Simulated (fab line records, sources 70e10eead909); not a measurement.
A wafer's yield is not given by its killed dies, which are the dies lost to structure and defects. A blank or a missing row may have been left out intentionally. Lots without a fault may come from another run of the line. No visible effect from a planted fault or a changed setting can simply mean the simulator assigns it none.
Chamber matching    flow nandHarc    NHARC_A_STAIRCASE_CMP_450 on cmp-02: 4 sister chambers
The step polishes SiO2, target thk 200 nm. 4 wafers are shown with their chamber, then 8 later ones without.

EACH WAFER AND ITS CHAMBER
wafer   chamber  motorCurrentA (A)
L079.3  0        12.6
L091.3  2        12.6
L091.5  1        10.3
L090.1  3        12.8

WAFERS WHOSE CHAMBER IS MISSING
wafer   motorCurrentA (A)
L090.2  12.1
L090.4  12.6
L092.2  13.3
L092.4  10.9
L092.5  10.8
L093.2  13.1
L093.3  12.8
L093.5  12.9

CHAMBER TAKEN BY EACH
wafer   from the rows above           in truth
L090.2  can't be placed: 0 or 2 or 3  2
L090.4  can't be placed: 0 or 2 or 3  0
L092.2  can't be placed: 3 or 0 or 2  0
L092.4  1                             1
L092.5  1                             1
L093.2  can't be placed: 3 or 0 or 2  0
L093.3  can't be placed: 3 or 0 or 2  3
L093.5  can't be placed: 3 or 0 or 2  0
2 of 8 placed correctly. Can't be placed from these rows: 6 (the true chamber is among the candidates in 6). Number placed wrongly: 0.
How it was worked out, from the rows above alone: a wafer's distance from a chamber is the root of the sum, over the readings, of the square of ((its reading less the chamber's mean) divided by the reading's scatter). If the next closest chamber is less than 2 further off than the closest, the wafer can't be placed; otherwise it belongs to the closest. A chamber's mean is the mean of its shown wafers. The scatter (one wafer shown for each chamber): square how far every hidden wafer sits from the nearest shown wafer, average those squares and take the square root.
